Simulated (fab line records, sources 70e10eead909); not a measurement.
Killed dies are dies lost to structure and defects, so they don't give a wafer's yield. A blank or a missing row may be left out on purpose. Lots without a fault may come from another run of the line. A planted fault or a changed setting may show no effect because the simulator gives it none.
Which tool did it? | flow nand_harc | 24 lots, 72 wafers sampled, at 1 step of a route of 1159

WHAT THE GAUGES READ, wafer by wafer
NHARC_P_ZERO_WELL_CD_MEAS_52: target cd 2000 nm.
lot  | measured    | on        | cd_nm (nm)
L074 | day 1 18:11 | cd_sem-02 | 2002.0 2000.3 2000.8
L075 | day 1 23:44 | cd_sem-03 | 2001.5 2000.1 1997.3
L076 | day 2 05:53 | cd_sem-01 | 1999.8 2000.6 2000.1
L077 | day 2 11:51 | cd_sem-01 | 2001.7 2000.7 2001.4
L078 | day 2 17:53 | cd_sem-02 | 2002.6 2002.1 1999.0
L079 | day 2 23:40 | cd_sem-01 | 1997.3 2000.6 1997.5
L080 | day 3 05:45 | cd_sem-01 | 2001.3 1997.7 1998.8
L081 | day 3 11:47 | cd_sem-01 | 2001.7 2000.9 1999.6
L082 | day 3 17:48 | cd_sem-03 | 2002.6 2002.6 2002.2
L083 | day 3 23:46 | cd_sem-03 | 2000.4 1998.3 2000.2
L084 | day 4 05:46 | cd_sem-02 | 2000.3 1999.0 1999.6
L085 | day 4 11:59 | cd_sem-02 | 2002.5 2002.3 2000.9
L086 | day 4 17:47 | cd_sem-01 | 2000.2 1998.8 2000.3
L087 | day 4 23:30 | cd_sem-02 | 2000.0 1998.2 1999.6
L088 | day 5 05:54 | cd_sem-01 | 1999.3 2002.8 1999.9
L089 | day 5 11:39 | cd_sem-03 | 2001.4 1999.9 1999.6
L090 | day 5 17:44 | cd_sem-01 | 1999.2 2000.4 2000.0
L091 | day 5 23:53 | cd_sem-01 | 2000.3 1999.5 2000.2
L092 | day 6 05:41 | cd_sem-01 | 1998.9 1999.0 2001.5
L093 | day 6 11:43 | cd_sem-03 | 1999.3 1996.6 1997.6
L094 | day 6 17:35 | cd_sem-02 | 2002.4 2002.2 1999.6
L095 | day 6 23:23 | cd_sem-02 | 2001.3 1998.6 2002.3
L096 | day 7 05:31 | cd_sem-01 | 2000.5 2000.4 2001.8
L097 | day 7 11:40 | cd_sem-01 | 1998.7 1998.4 1998.6

WHICH TOOL RAN EACH LOT (tool, then ch and the chambers of the sampled wafers, then the start)
The record holds no process step before these readings.

WHAT THE TOOLS THEMSELVES READ (means of the sampled wafers that have a number; where no wafer has one, the mark that the record gives instead)
The record holds no such reading with a usual standard deviation.

THE ANSWER, worked out from the rows above alone
Rule: what is usual is taken from the lots themselves. Put in order of their means at a reading, lots are off if they are a third of the lots or fewer, leave a main group of 4 or more, and stand apart from it by a gap of 3 or more times the standard deviation of the main group's means; of several such gaps the widest counts. A main group whose means are all the same, to the digits that the tables above print for the reading, isn't used. A lot without any number at a reading at which 4 lots or more have one is off too. The other lots that the step has rows for count as sound. The gauges are gone through in route order, then the tools' own readings, and for those a lot's mean is taken as printed above. The first step at which some lot is off is used, and at that step the reading that is off furthest; a lot without a number counts as furthest.
No lot is off at any reading shown: from this, nothing can be told.

WHAT THE SIMULATOR HAD PUT IN
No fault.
